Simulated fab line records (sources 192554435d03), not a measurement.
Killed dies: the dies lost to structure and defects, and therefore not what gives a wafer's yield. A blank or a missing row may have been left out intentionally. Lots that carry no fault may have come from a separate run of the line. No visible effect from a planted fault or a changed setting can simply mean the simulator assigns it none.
fab line records	flow n5Finfet
record lots=24	wafers=72	lastDay=18
route steps=1938 shown BEOL_M5@1177 BEOL_M6@1231
lots that met no fault: from a run of the same line without faults
startH: hours from the record's first day to the start of the lot's first wafer shown	waitH: hours since the lot's step before	" identical to the entry in the row above	L1.1+2: a row that stands for several wafers	- no value present, or no start provided	* or withheld: withheld	< > ~ a bound
route shown NAME@n: NAME is a module with steps in the file, n the number in the route of the first one	usual: mean and standard deviation over wafers with no fault	same: alike in all rows	chamber/n: place in a boat	sites: per-site readings	_std_site: standard deviation of those values	_edge_site: outer sites' mean less inner sites'	radiusMm: for every site, how far away it sits from the centre of the wafer	mask NAME#n: copy n	behind: the most recent tool/chamber to have shaped the wafer	hold: reason for holding the lot/hours on hold/outcome of the hold	device: transistor that didn't switch, given as n, p or np	end of line: at the end of the route, the tests of the same wafers	a step with no rows: only its recipe	killed: dies lost to structure and defects at the first sort, not the wafer's yield	map: the dies of a wafer, with x for killed, . for not killed, _ for no die there
set.NAME: the run value of the setting; set.NAME@STEP: its run value at that earlier step	model.NAME: the simulator's own value behind a step, which no gauge read
the route's steps for a sample of lots (tables are steps, rows are wafers)
services: a tool's chamber out of use, with start hour (startH, from the record's first day; less than 0 if before it), hours out, and reason
## steps
# step N5_BEOL_M5_SPUTTER_81
# recipe material=Cu	targetThkA=150	tempC=-20	chamberPressurePa=0.07	powerW=withheld	timeS=27.62
# usual throttleValvePct=29.8/1.1
lot.wafer	tool	chamber	startH	waitH	throttleValvePct
L074.1	pvdSputter-03	-	173.97	0.5	30.2
L074.3	"	-	"	"	29.5
L074.4	"	-	"	"	27.7
L075.1	pvdSputter-03	-	179.93	0.5	29.6
L075.4	"	-	"	"	27.4
L075.6	"	-	"	"	27.3
L077.3	pvdSputter-02	-	197.19	0.5	30.3
L077.5	"	-	"	"	29.4
L077.6	"	-	"	"	31.1
L076.4	pvdSputter-01	-	208.55	0.5	30.5
L076.5	"	-	"	"	29.0
L076.6	"	-	"	"	29.9
L078.1	pvdSputter-01	-	216.04	0.5	30.3
L078.2	"	-	"	"	29.1
L078.3	"	-	"	"	29.1
L079.2	pvdSputter-03	-	226.85	0.5	27.4
L079.4	"	-	"	"	30.1
L079.5	"	-	"	"	31.4
L080.1	pvdSputter-02	-	235.89	0.5	29.8
L080.4	"	-	"	"	28.9
L080.5	"	-	"	"	30.2
L082.1	pvdSputter-01	-	238.27	0.5	29.2
L082.3	"	-	"	"	30.3
L082.4	"	-	"	"	30.6
L081.1	pvdSputter-02	-	241.66	0.5	29.9
L081.2	"	-	"	"	28.9
L081.6	"	-	"	"	31.6
L083.3	pvdSputter-02	-	250.15	0.5	29.8
L083.5	"	-	"	"	29.2
L083.6	"	-	"	"	29.8
L084.1	pvdSputter-03	-	251.64	0.5	29.9
L084.2	"	-	"	"	29.4
L084.5	"	-	"	"	31.3
L086.3	pvdSputter-02	-	257.83	0.5	29.4
L086.4	"	-	"	"	28.9
L086.6	"	-	"	"	29.6
L085.2	pvdSputter-03	-	258.37	0.5	27.6
L085.4	"	-	"	"	29.4
L085.6	"	-	"	"	30.0
L088.2	pvdSputter-01	-	265.74	0.5	29.8
L088.4	"	-	"	"	28.8
L088.6	"	-	"	"	29.1
L087.2	pvdSputter-02	-	271.28	0.5	29.6
L087.4	"	-	"	"	30.2
L087.6	"	-	"	"	29.1
L090.2	pvdSputter-02	-	276.58	0.5	31.4
L090.3	"	-	"	"	29.7
L090.5	"	-	"	"	30.0
L089.1	pvdSputter-02	-	282.86	0.5	29.0
L089.3	"	-	"	"	31.4
L089.6	"	-	"	"	31.7
L091.3	pvdSputter-02	-	292.77	0.5	29.7
L091.4	"	-	"	"	28.8
L091.6	"	-	"	"	29.5
L092.2	pvdSputter-03	-	294.81	0.5	27.4
L092.3	"	-	"	"	29.5
L092.5	"	-	"	"	29.4
L093.2	pvdSputter-03	-	303.45	0.5	31.1
L093.5	"	-	"	"	30.0
L093.6	"	-	"	"	31.3
L094.2	pvdSputter-01	-	308.66	0.5	29.9
L094.4	"	-	"	"	30.5
L094.5	"	-	"	"	29.0
L095.1	pvdSputter-02	-	324.33	0.5	29.1
L095.2	"	-	"	"	30.0
L095.3	"	-	"	"	29.7
L097.1	pvdSputter-03	-	326.37	0.5	27.4
L097.3	"	-	"	"	31.2
L097.4	"	-	"	"	29.6
L096.3	pvdSputter-01	-	328.38	0.6	29.2
L096.5	"	-	"	"	29.2
L096.6	"	-	"	"	28.8
# step N5_BEOL_M5_ANNEAL_82
# recipe tempC=400	timeS=1800	ambient=vacuum
# usual heaterPowerW=823/59
lot.wafer	tool	chamber	startH	waitH	heaterPowerW
L074.1	pvdSputter-03	-	174.05	0.0	805
L074.3	"	-	"	"	750
L074.4	"	-	"	"	788
L075.1	pvdSputter-03	-	180.01	0.0	761
L075.4	"	-	"	"	775
L075.6	"	-	"	"	782
L077.3	pvdSputter-02	-	197.27	0.0	864
L077.5	"	-	"	"	774
L077.6	"	-	"	"	793
L076.4	pvdSputter-01	-	208.63	0.0	801
L076.5	"	-	"	"	790
L076.6	"	-	"	"	780
L078.1	pvdSputter-01	-	216.12	0.0	776
L078.2	"	-	"	"	928
L078.3	"	-	"	"	764
L079.2	pvdSputter-03	-	226.93	0.0	788
L079.4	"	-	"	"	794
L079.5	"	-	"	"	927
L080.1	pvdSputter-02	-	235.97	0.0	804
L080.4	"	-	"	"	833
L080.5	"	-	"	"	879
L082.1	pvdSputter-01	-	238.35	0.0	743
L082.3	"	-	"	"	763
L082.4	"	-	"	"	780
L081.1	pvdSputter-02	-	241.74	0.0	870
L081.2	"	-	"	"	845
L081.6	"	-	"	"	790
L083.3	pvdSputter-02	-	250.23	0.0	780
L083.5	"	-	"	"	830
L083.6	"	-	"	"	784
L084.1	pvdSputter-03	-	251.72	0.0	818
L084.2	"	-	"	"	769
L084.5	"	-	"	"	907
L086.3	pvdSputter-02	-	257.91	0.0	782
L086.4	"	-	"	"	838
L086.6	"	-	"	"	786
L085.2	pvdSputter-03	-	258.45	0.0	768
L085.4	"	-	"	"	770
L085.6	"	-	"	"	820
L088.2	pvdSputter-01	-	265.82	0.0	775
L088.4	"	-	"	"	948
L088.6	"	-	"	"	762
L087.2	pvdSputter-02	-	271.36	0.0	774
L087.4	"	-	"	"	854
L087.6	"	-	"	"	837
L090.2	pvdSputter-02	-	276.66	0.0	794
L090.3	"	-	"	"	769
L090.5	"	-	"	"	849
L089.1	pvdSputter-02	-	282.94	0.0	846
L089.3	"	-	"	"	779
L089.6	"	-	"	"	791
L091.3	pvdSputter-02	-	292.85	0.0	780
L091.4	"	-	"	"	846
L091.6	"	-	"	"	778
L092.2	pvdSputter-03	-	294.89	0.0	789
L092.3	"	-	"	"	766
L092.5	"	-	"	"	763
L093.2	pvdSputter-03	-	303.53	0.0	935
L093.5	"	-	"	"	810
L093.6	"	-	"	"	959
L094.2	pvdSputter-01	-	308.74	0.0	791
L094.4	"	-	"	"	793
L094.5	"	-	"	"	930
L095.1	pvdSputter-02	-	324.41	0.0	825
L095.2	"	-	"	"	868
L095.3	"	-	"	"	787
L097.1	pvdSputter-03	-	326.45	0.0	793
L097.3	"	-	"	"	936
L097.4	"	-	"	"	754
L096.3	pvdSputter-01	-	328.47	0.0	760
L096.5	"	-	"	"	772
L096.6	"	-	"	"	954
# step N5_BEOL_M5_ANNEAL_89
# recipe tempC=400	timeS=1800	ambient=vacuum
# usual heaterPowerW=822/60
lot.wafer	tool	chamber	startH	waitH	heaterPowerW
L074.1	pvdSputter-03	-	176.23	0.0	830
L074.3	"	-	"	"	758
L074.4	"	-	"	"	774
L075.1	pvdSputter-03	-	182.19	0.0	765
L075.4	"	-	"	"	790
L075.6	"	-	"	"	772
L077.3	pvdSputter-02	-	199.44	0.0	867
L077.5	"	-	"	"	788
L077.6	"	-	"	"	770
L076.4	pvdSputter-01	-	210.80	0.0	805
L076.5	"	-	"	"	783
L076.6	"	-	"	"	772
L078.1	pvdSputter-01	-	218.29	0.0	780
L078.2	"	-	"	"	944
L078.3	"	-	"	"	777
L079.2	pvdSputter-03	-	229.10	0.0	798
L079.4	"	-	"	"	816
L079.5	"	-	"	"	947
L080.1	pvdSputter-02	-	238.14	0.0	787
L080.4	"	-	"	"	830
L080.5	"	-	"	"	864
L082.1	pvdSputter-01	-	240.52	0.0	781
L082.3	"	-	"	"	763
L082.4	"	-	"	"	799
L081.1	pvdSputter-02	-	243.91	0.0	892
L081.2	"	-	"	"	831
L081.6	"	-	"	"	796
L083.3	pvdSputter-02	-	252.40	0.0	796
L083.5	"	-	"	"	835
L083.6	"	-	"	"	783
L084.1	pvdSputter-03	-	253.89	0.0	823
L084.2	"	-	"	"	766
L084.5	"	-	"	"	943
L086.3	pvdSputter-02	-	260.08	0.0	801
L086.4	"	-	"	"	817
L086.6	"	-	"	"	783
L085.2	pvdSputter-03	-	260.62	0.0	777
L085.4	"	-	"	"	753
L085.6	"	-	"	"	811
L088.2	pvdSputter-01	-	268.00	0.0	787
L088.4	"	-	"	"	934
L088.6	"	-	"	"	757
L087.2	pvdSputter-02	-	273.54	0.0	779
L087.4	"	-	"	"	863
L087.6	"	-	"	"	834
L090.2	pvdSputter-02	-	278.83	0.0	790
L090.3	"	-	"	"	772
L090.5	"	-	"	"	893
L089.1	pvdSputter-02	-	285.12	0.0	839
L089.3	"	-	"	"	772
L089.6	"	-	"	"	795
L091.3	pvdSputter-02	-	295.03	0.0	788
L091.4	"	-	"	"	834
L091.6	"	-	"	"	787
L092.2	pvdSputter-03	-	297.07	0.0	791
L092.3	"	-	"	"	759
L092.5	"	-	"	"	762
L093.2	pvdSputter-03	-	305.70	0.0	971
L093.5	"	-	"	"	824
L093.6	"	-	"	"	929
L094.2	pvdSputter-01	-	310.91	0.0	774
L094.4	"	-	"	"	824
L094.5	"	-	"	"	952
L095.1	pvdSputter-02	-	326.59	0.0	822
L095.2	"	-	"	"	874
L095.3	"	-	"	"	805
L097.1	pvdSputter-03	-	328.63	0.0	775
L097.3	"	-	"	"	945
L097.4	"	-	"	"	754
L096.3	pvdSputter-01	-	330.91	0.0	791
L096.5	"	-	"	"	770
L096.6	"	-	"	"	928
# step N5_BEOL_M5_DEP_56
# recipe material=SiCN	targetThkA=80	tempC=withheld	precursor=3MS/NH3	pressureTorr=3	rfW=202	timeS=14
# usual chamberPressureTorr=3.000/0.0067	showerheadPlenumPTorr=3.662/0.0096	throttleValvePct=9.2/0.61
lot.wafer	tool	chamber	startH	waitH	chamberPressureTorr	showerheadPlenumPTorr	throttleValvePct
L074.1	pecvd-03	2	179.14	0.0	2.994	3.650	8.8
L074.3	"	1	"	"	2.995	3.661	9.4
L074.4	"	1	"	"	3.003	3.646	9.6
L075.1	pecvd-04	2	186.49	0.0	2.995	3.679	9.3
L075.4	"	2	"	"	2.998	3.679	9.1
L075.6	"	1	"	"	2.995	3.667	9.8
L077.3	pecvd-03	0	201.44	0.0	2.991	3.677	8.6
L077.5	"	2	"	"	2.985	3.656	8.5
L077.6	"	0	"	"	2.988	3.672	8.6
L076.4	pecvd-02	2	212.82	0.0	2.993	3.665	8.6
L076.5	"	0	"	"	2.994	3.652	9.2
L076.6	"	1	"	"	3.006	3.657	10.1
L078.1	pecvd-02	2	220.28	0.0	3.002	3.669	8.4
L078.2	"	0	"	"	2.994	3.656	9.3
L078.3	"	1	"	"	2.989	3.663	10.2
L079.2	pecvd-04	1	231.10	0.0	3.007	3.664	9.8
L079.4	"	0	"	"	2.997	3.666	8.5
L079.5	"	2	"	"	3.002	3.690	9.1
L080.1	pecvd-02	1	240.14	0.0	3.002	3.651	9.9
L080.4	"	2	"	"	2.994	3.668	8.3
L080.5	"	1	"	"	2.988	3.655	9.8
L082.1	pecvd-03	0	242.53	0.0	3.003	3.672	8.8
L082.3	"	2	"	"	3.010	3.660	8.2
L082.4	"	1	"	"	3.003	3.648	9.4
L081.1	pecvd-02	0	245.92	0.0	2.995	3.657	9.2
L081.2	"	1	"	"	3.008	3.660	10.0
L081.6	"	0	"	"	3.004	3.661	9.3
L083.3	pecvd-02	1	254.40	0.0	2.994	3.662	9.9
L083.5	"	1	"	"	3.000	3.647	10.1
L083.6	"	0	"	"	3.001	3.657	9.5
L084.1	pecvd-04	2	256.24	0.0	2.990	3.672	9.1
L084.2	"	0	"	"	3.015	3.668	8.8
L084.5	"	0	"	"	2.993	3.669	8.4
L086.3	pecvd-04	0	262.08	0.0	3.006	3.659	8.7
L086.4	"	0	"	"	3.010	3.681	8.8
L086.6	"	1	"	"	2.998	3.662	9.6
L085.2	pecvd-03	1	263.21	0.0	2.999	3.646	9.2
L085.4	"	1	"	"	3.002	3.643	9.3
L085.6	"	0	"	"	3.006	3.673	8.8
L088.2	pecvd-02	0	269.99	0.0	3.011	3.666	9.6
L088.4	"	0	"	"	2.999	3.665	9.3
L088.6	"	1	"	"	3.002	3.654	10.1
L087.2	pecvd-03	0	275.53	0.0	3.006	3.665	8.5
L087.4	"	1	"	"	2.997	3.647	9.5
L087.6	"	0	"	"	2.994	3.685	9.1
L090.2	pecvd-02	1	280.91	0.0	3.000	3.655	10.1
L090.3	"	2	"	"	2.996	3.664	8.7
L090.5	"	0	"	"	3.008	3.662	9.7
L089.1	pecvd-02	1	287.13	0.0	3.002	3.664	9.9
L089.3	"	0	"	"	3.000	3.658	9.5
L089.6	"	1	"	"	2.995	3.656	10.0
L091.3	pecvd-02	0	297.02	0.0	3.000	3.657	9.3
L091.4	"	0	"	"	3.009	3.660	9.5
L091.6	"	1	"	"	2.997	3.660	10.1
L092.2	pecvd-02	1	300.29	0.0	2.988	3.643	9.8
L092.3	"	0	"	"	2.998	3.654	9.4
L092.5	"	0	"	"	2.988	3.661	9.5
L093.2	pecvd-02	1	307.75	0.0	3.012	3.650	10.2
L093.5	"	1	"	"	3.010	3.651	10.0
L093.6	"	2	"	"	3.001	3.668	8.6
L094.2	pecvd-02	0	312.97	0.0	3.005	3.661	9.4
L094.4	"	0	"	"	3.004	3.657	9.3
L094.5	"	1	"	"	2.996	3.660	10.0
L095.1	pecvd-03	1	328.60	0.0	3.006	3.660	9.2
L095.2	"	0	"	"	3.003	3.677	8.8
L095.3	"	2	"	"	3.003	3.655	8.3
L097.1	pecvd-04	1	330.63	0.0	2.999	3.664	9.9
L097.3	"	0	"	"	2.989	3.659	8.5
L097.4	"	1	"	"	2.997	3.661	10.0
L096.3	pecvd-03	1	333.06	0.0	3.004	3.658	9.1
L096.5	"	0	"	"	2.990	3.670	8.8
L096.6	"	2	"	"	3.007	3.656	8.1
# step N5_BEOL_M6_ETCH_72
# recipe chemistry=N2/H2	target=underlayer	targetDepthA=65	maskMaterial=CAR-EUV	timeS=5.2	ionEnergyEv=200	pressureMtorr=30	sourceW=840	biasW=150	n2FlowSccm=200	h2FlowSccm=200	ends=cleared
# usual biasW=150.0/0.47	drypumpMotorCurrentA=5.7/0.4	etchRfOnTimeS=5.15/0.17	oesProductAu=0.69/0.071	rfVppV=523.3/2.6	showerheadPlenumPTorr=2.53/0.08	throttleValvePct=17.78/0.14
lot.wafer	tool	chamber	startH	waitH	biasW	drypumpMotorCurrentA	etchRfOnTimeS	oesProductAu	rfHoursCounterH	rfVppV	showerheadPlenumPTorr	throttleValvePct
L074.1	rieDiel-04	3	182.46	0.0	150.2	5.2	5.32	0.70	92	522.3	2.46	17.87
L074.3	"	0	"	"	149.9	6.0	5.15	0.66	122	521.9	2.45	17.60
L074.4	"	2	"	"	150.3	6.0	5.33	0.60	187	524.4	2.53	17.62
L075.1	rieDiel-01	3	192.50	0.0	150.3	6.1	5.07	0.60	257	521.4	2.52	18.31
L075.4	"	2	"	"	150.0	5.6	5.22	0.73	-	519.5	2.46	17.51
L075.6	"	3	"	"	150.2	6.1	5.04	0.60	-	524.3	2.52	18.29
L077.3	rieDiel-06	2	205.18	0.0	149.4	5.8	4.77	0.75	73	525.9	2.57	17.69
L077.5	"	3	"	"	151.1	5.1	5.33	0.71	-	523.3	2.48	17.87
L077.6	"	2	"	"	149.9	5.8	4.75	0.74	-	525.6	2.57	17.70
L076.4	rieDiel-04	0	216.45	0.0	150.0	6.0	5.16	0.65	137	519.7	2.45	17.66
L076.5	"	2	"	"	149.8	6.0	5.36	0.59	-	525.1	2.52	17.63
L076.6	"	1	"	"	151.1	5.8	5.05	0.82	-	528.4	2.62	17.86
L078.1	rieDiel-04	0	223.48	0.0	149.5	6.0	5.13	0.66	139	519.1	2.45	17.66
L078.2	"	1	"	"	150.6	5.8	4.99	0.80	4	526.9	2.62	17.89
L078.3	"	2	"	"	150.2	6.0	5.33	0.60	205	521.4	2.52	17.65
L079.2	rieDiel-04	2	234.26	0.0	149.2	6.0	5.34	0.59	208	524.7	2.52	17.67
L079.4	"	3	"	"	150.1	5.1	5.33	0.69	107	520.1	2.45	17.88
L079.5	"	1	"	"	150.0	5.8	5.00	0.79	-	527.2	2.62	17.89
L082.1	rieDiel-04	3	248.09	0.0	149.6	5.1	5.25	0.68	111	521.4	2.45	17.92
L082.3	"	0	"	"	150.4	5.9	5.12	0.66	147	519.9	2.44	17.63
L082.4	"	1	"	"	149.9	5.9	4.97	0.78	13	527.7	2.62	17.89
L080.1	rieDiel-04	1	248.48	0.0	149.9	5.9	5.03	0.78	13	526.6	2.61	17.87
L080.4	"	0	"	"	150.4	5.9	5.19	0.65	147	522.0	2.44	17.66
L080.5	"	0	"	"	150.4	5.9	5.15	0.66	-	519.2	2.44	17.69
L081.1	rieDiel-01	2	251.66	0.0	150.6	5.6	5.14	0.71	83	519.3	2.45	17.58
L081.2	"	0	"	"	149.9	5.2	5.14	0.69	104	527.5	2.67	17.83
L081.6	"	1	"	"	149.1	5.4	4.99	0.84	-	522.5	2.49	17.75
L083.3	rieDiel-04	2	258.08	0.0	149.8	6.0	5.43	0.58	216	521.3	2.52	17.66
L083.5	"	0	"	"	150.6	6.0	5.16	0.65	-	519.5	2.44	17.69
L083.6	"	3	"	"	149.9	5.1	5.37	0.68	-	519.4	2.45	17.87
L084.1	rieDiel-06	2	260.97	0.0	149.2	5.8	4.71	0.74	90	522.8	2.57	17.71
L084.2	"	3	"	"	150.4	5.1	5.25	0.70	76	522.6	2.47	17.89
L084.5	"	0	"	"	149.6	5.2	5.21	0.59	-	524.9	2.61	17.64
L086.3	rieDiel-06	1	264.79	0.0	150.1	6.4	5.11	0.74	52	529.9	2.70	17.74
L086.4	"	0	"	"	149.8	5.2	5.32	0.59	234	526.9	2.61	17.64
L086.6	"	3	"	"	150.3	5.0	5.36	0.70	-	521.3	2.47	17.89
L085.2	rieDiel-04	0	268.33	0.0	150.6	6.0	5.17	0.66	153	520.7	2.44	17.68
L085.4	"	1	"	"	150.3	5.8	5.05	0.77	19	525.3	2.61	17.90
L085.6	"	1	"	"	150.2	5.8	5.02	0.77	-	525.4	2.61	17.90
L088.2	rieDiel-01	1	276.03	0.0	149.5	5.3	5.06	0.79	10	524.2	2.49	17.78
L088.4	"	0	"	"	150.1	5.2	5.10	0.67	112	527.7	2.66	17.87
L088.6	"	2	"	"	149.7	5.6	5.27	0.69	-	520.0	2.45	17.54
L087.2	rieDiel-06	2	280.04	0.0	149.9	5.8	4.70	0.73	96	524.1	2.56	17.74
L087.4	"	3	"	"	150.4	5.0	5.31	0.68	82	520.8	2.47	17.89
L087.6	"	1	"	"	149.2	6.4	5.06	0.73	-	526.8	2.70	17.74
L090.2	rieDiel-04	3	285.40	0.0	150.4	5.1	5.27	0.67	123	520.0	2.45	17.89
L090.3	"	2	"	"	149.4	6.0	5.32	0.59	226	524.0	2.51	17.70
L090.5	"	0	"	"	150.0	6.0	5.12	0.65	-	520.5	2.44	17.69
L089.1	rieDiel-01	1	291.79	0.0	149.6	5.3	5.00	0.79	16	521.9	2.48	17.80
L089.3	"	2	"	"	150.1	5.6	5.15	0.70	98	521.5	2.45	17.59
L089.6	"	1	"	"	150.3	5.4	4.95	0.79	-	521.6	2.48	17.79
L091.3	rieDiel-01	0	301.54	0.0	149.6	5.2	5.08	0.66	121	528.8	2.66	17.88
L091.4	"	1	"	"	150.6	5.3	4.93	0.78	19	524.0	2.48	17.79
L091.6	"	2	"	"	150.0	5.6	5.13	0.69	-	522.1	2.45	17.58
L092.2	rieDiel-06	0	305.82	0.0	150.3	5.2	5.32	0.58	248	525.9	2.60	17.68
L092.3	"	2	"	"	150.5	5.8	4.72	0.71	105	524.9	2.56	17.78
L092.5	"	3	"	"	149.4	5.1	5.39	0.68	-	519.9	2.47	17.92
L093.2	rieDiel-04	2	311.33	0.0	149.9	6.0	5.42	0.58	235	523.9	2.51	17.71
L093.5	"	2	"	"	150.7	6.0	5.44	0.57	-	521.0	2.51	17.68
L093.6	"	3	"	"	150.4	5.2	5.34	0.66	-	523.6	2.44	17.95
L094.2	rieDiel-04	3	318.45	0.0	149.5	5.1	5.32	0.65	135	521.0	2.44	17.96
L094.4	"	1	"	"	149.3	5.9	5.01	0.73	36	524.5	2.61	17.92
L094.5	"	3	"	"	149.7	5.1	5.33	0.66	-	522.6	2.44	17.95
L095.1	rieDiel-01	0	333.25	0.0	149.7	5.2	5.15	0.65	132	527.3	2.66	17.89
L095.2	"	3	"	"	149.8	6.2	5.06	0.77	40	521.3	2.50	17.77
L095.3	"	2	"	"	149.9	5.6	5.20	0.66	112	523.5	2.44	17.62
L097.1	rieDiel-04	0	338.18	0.0	149.3	5.9	5.20	0.64	174	522.0	2.43	17.74
L097.3	"	1	"	"	150.7	5.9	5.04	0.73	42	525.8	2.60	17.95
L097.4	"	2	"	"	149.9	6.0	5.40	0.57	244	520.9	2.51	17.70
L096.3	rieDiel-01	0	340.08	0.0	150.1	5.2	5.03	0.66	135	523.7	2.65	17.91
L096.5	"	0	"	"	150.2	5.2	5.06	0.65	-	526.4	2.65	17.94
L096.6	"	1	"	"	151.0	5.4	4.96	0.77	-	520.3	2.48	17.82
# step N5_BEOL_M6_VIA_ETCH_34
# recipe chemistry=C4F6/O2	target=SiCOH_lowk	targetDepthA=1263	maskMaterial=SOC	taperDeg=4	timeS=50.9	ionEnergyEv=250	pressureMtorr=30	sourceW=345	biasW=185	Ar_flow_sccm=300	C4F6_flow_sccm=10	O2_flow_sccm=10
# usual biasW=185.0/0.57	drypumpMotorCurrentA=5.7/0.4	oes_ar_750_au=0.81/0.073	oesProductAu=0.81/0.083	rfVppV=659/19	showerheadPlenumPTorr=2.82/0.082	throttleValvePct=20.78/0.2
lot.wafer	tool	chamber	startH	waitH	biasW	drypumpMotorCurrentA	oes_ar_750_au	oesProductAu	rfHoursCounterH	rfVppV	showerheadPlenumPTorr	throttleValvePct
L074.1	rieDiel-04	3	182.61	0.0	184.8	5.1	0.83	0.83	92	644	2.77	21.04
L074.3	"	0	"	"	184.9	6.0	0.80	0.79	122	647	2.77	20.74
L074.4	"	2	"	"	185.2	6.0	0.72	0.70	187	655	2.81	20.52
L075.1	rieDiel-01	3	192.64	0.0	185.0	6.1	0.69	0.69	257	672	2.76	20.83
L075.4	"	2	"	"	185.4	5.6	0.85	0.85	-	641	2.76	20.62
L075.6	"	3	"	"	184.1	6.1	0.69	0.69	-	672	2.76	20.82
L077.3	rieDiel-06	2	205.33	0.0	185.0	5.8	0.87	0.86	73	660	2.88	20.76
L077.5	"	3	"	"	185.6	5.1	0.83	0.85	-	641	2.77	20.85
L077.6	"	2	"	"	185.0	5.8	0.86	0.86	-	662	2.88	20.77
L076.4	rieDiel-04	0	216.59	0.0	184.3	6.0	0.78	0.77	137	648	2.76	20.77
L076.5	"	2	"	"	185.6	6.0	0.71	0.70	-	652	2.81	20.53
L076.6	"	1	"	"	185.8	5.9	0.93	0.96	-	698	2.93	20.89
L078.1	rieDiel-04	0	223.63	0.0	184.6	6.0	0.78	0.76	140	647	2.76	20.76
L078.2	"	1	"	"	184.3	5.8	0.92	0.96	5	696	2.93	20.90
L078.3	"	2	"	"	184.0	6.0	0.71	0.70	205	654	2.81	20.55
L079.2	rieDiel-04	2	234.40	0.0	186.2	6.0	0.71	0.69	208	654	2.80	20.56
L079.4	"	3	"	"	184.3	5.1	0.80	0.80	107	644	2.77	21.06
L079.5	"	1	"	"	185.4	5.8	0.89	0.93	-	696	2.93	20.92
L082.1	rieDiel-04	3	248.23	0.0	185.7	5.1	0.80	0.80	111	643	2.76	21.06
L082.3	"	0	"	"	185.9	5.9	0.77	0.77	147	648	2.75	20.79
L082.4	"	1	"	"	185.1	5.8	0.89	0.92	13	695	2.92	20.91
L080.1	rieDiel-04	1	248.63	0.0	185.3	5.9	0.87	0.92	13	696	2.92	20.92
L080.4	"	0	"	"	184.6	6.0	0.77	0.77	147	648	2.75	20.79
L080.5	"	0	"	"	184.2	6.0	0.77	0.77	-	648	2.75	20.78
L081.1	rieDiel-01	2	251.81	0.0	186.0	5.5	0.83	0.82	83	637	2.75	20.66
L081.2	"	0	"	"	185.7	5.2	0.79	0.79	104	681	2.96	20.78
L081.6	"	1	"	"	185.5	5.3	0.97	0.97	-	675	2.80	20.84
L083.3	rieDiel-04	2	258.23	0.0	185.5	6.0	0.70	0.69	216	653	2.80	20.56
L083.5	"	0	"	"	185.1	6.0	0.77	0.77	-	648	2.75	20.78
L083.6	"	3	"	"	185.2	5.2	0.80	0.79	-	644	2.76	21.06
L084.1	rieDiel-06	2	261.11	0.0	184.1	5.9	0.85	0.84	90	662	2.87	20.78
L084.2	"	3	"	"	184.4	5.1	0.81	0.83	76	640	2.76	20.86
L084.5	"	0	"	"	185.7	5.2	0.69	0.69	-	642	2.93	20.73
L086.3	rieDiel-06	1	264.94	0.0	186.1	6.3	0.88	0.86	52	639	2.98	20.66
L086.4	"	0	"	"	185.1	5.2	0.70	0.69	234	643	2.93	20.75
L086.6	"	3	"	"	185.2	5.1	0.81	0.83	-	641	2.76	20.86
L085.2	rieDiel-04	0	268.47	0.0	185.1	6.0	0.77	0.76	153	647	2.75	20.79
L085.4	"	1	"	"	185.3	5.8	0.87	0.89	20	695	2.92	20.92
L085.6	"	1	"	"	185.6	5.8	0.87	0.90	-	695	2.92	20.93
L088.2	rieDiel-01	1	276.17	0.0	184.0	5.4	0.94	0.93	10	676	2.79	20.88
L088.4	"	0	"	"	185.2	5.2	0.79	0.80	112	680	2.96	20.79
L088.6	"	2	"	"	184.9	5.6	0.82	0.81	-	640	2.75	20.68
L087.2	rieDiel-06	2	280.18	0.0	185.1	5.9	0.84	0.83	96	661	2.87	20.80
L087.4	"	3	"	"	184.6	5.1	0.80	0.82	82	642	2.76	20.87
L087.6	"	1	"	"	184.5	6.4	0.87	0.86	-	640	2.98	20.66
L090.2	rieDiel-04	3	285.54	0.0	185.0	5.1	0.78	0.79	124	643	2.76	21.08
L090.3	"	2	"	"	184.1	6.0	0.70	0.68	226	654	2.80	20.57
L090.5	"	0	"	"	185.2	5.9	0.76	0.75	-	648	2.75	20.81
L089.1	rieDiel-01	1	291.94	0.0	184.1	5.3	0.92	0.92	16	675	2.79	20.87
L089.3	"	2	"	"	183.7	5.6	0.81	0.81	98	638	2.75	20.69
L089.6	"	1	"	"	184.5	5.3	0.92	0.91	-	677	2.79	20.88
L091.3	rieDiel-01	0	301.69	0.0	184.0	5.2	0.77	0.78	121	681	2.96	20.82
L091.4	"	1	"	"	185.2	5.3	0.91	0.91	19	675	2.79	20.87
L091.6	"	2	"	"	185.3	5.5	0.81	0.81	-	638	2.74	20.70
L092.2	rieDiel-06	0	305.97	0.0	183.7	5.2	0.69	0.68	248	642	2.93	20.76
L092.3	"	2	"	"	185.1	5.8	0.82	0.82	105	661	2.87	20.81
L092.5	"	3	"	"	185.3	5.0	0.79	0.80	-	640	2.75	20.90
L093.2	rieDiel-04	2	311.48	0.0	184.2	6.0	0.69	0.67	235	652	2.79	20.59
L093.5	"	2	"	"	184.5	6.0	0.69	0.67	-	652	2.79	20.60
L093.6	"	3	"	"	185.9	5.1	0.78	0.78	-	643	2.75	21.07
L094.2	rieDiel-04	3	318.60	0.0	184.9	5.2	0.78	0.78	135	644	2.75	21.11
L094.4	"	1	"	"	185.2	5.9	0.83	0.87	36	696	2.91	20.94
L094.5	"	3	"	"	185.0	5.2	0.78	0.77	-	644	2.75	21.12
L095.1	rieDiel-01	0	333.39	0.0	184.4	5.2	0.76	0.77	132	680	2.95	20.83
L095.2	"	3	"	"	186.0	6.1	0.89	0.90	40	673	2.74	20.33
L095.3	"	2	"	"	184.6	5.5	0.80	0.80	112	640	2.74	20.71
L097.1	rieDiel-04	0	338.33	0.0	184.6	6.0	0.75	0.75	174	648	2.74	20.83
L097.3	"	1	"	"	184.8	5.9	0.83	0.87	42	695	2.91	20.96
L097.4	"	2	"	"	185.3	6.0	0.69	0.67	244	653	2.79	20.59
L096.3	rieDiel-01	0	340.23	0.0	185.3	5.2	0.76	0.77	135	679	2.95	20.83
L096.5	"	0	"	"	184.8	5.2	0.76	0.77	-	680	2.95	20.84
L096.6	"	1	"	"	184.9	5.3	0.89	0.88	-	676	2.78	20.89
## services
tool	chamber	startH	hours	kind
pvdSputter-01	-	172.98	11.1	repair
rieDiel-06	3	173.08	5.7	repair
pecvd-03	-	183.37	1.1	repair
pecvd-02	2	185.05	3.7	repair
rieDiel-04	3	185.80	9.3	repair
rieDiel-04	1	195.45	-	clean
rieDiel-04	1	195.45	-	consumableReplace:focusRing
rieDiel-04	1	195.45	17.4	scheduledDown
rieDiel-04	1	195.45	17.4	ventCycle
rieDiel-01	3	205.59	-	clean
rieDiel-01	3	205.59	-	consumableReplace:focusRing
rieDiel-01	3	205.59	19.6	scheduledDown
rieDiel-01	3	205.59	19.6	ventCycle
rieDiel-06	-	221.57	2.8	pm
pecvd-02	-	222.48	6.0	pm
rieDiel-01	1	225.32	-	clean
rieDiel-01	1	225.32	-	consumableReplace:focusRing
rieDiel-01	1	225.32	22.4	scheduledDown
rieDiel-01	1	225.32	22.4	ventCycle
rieDiel-06	-	256.88	0.1	repair
rieDiel-01	-	284.58	0.4	repair
pecvd-03	-	299.39	28.1	pm
pecvd-03	-	334.70	0.7	repair
rieDiel-01	2	337.34	4.5	repair
## key
fault none
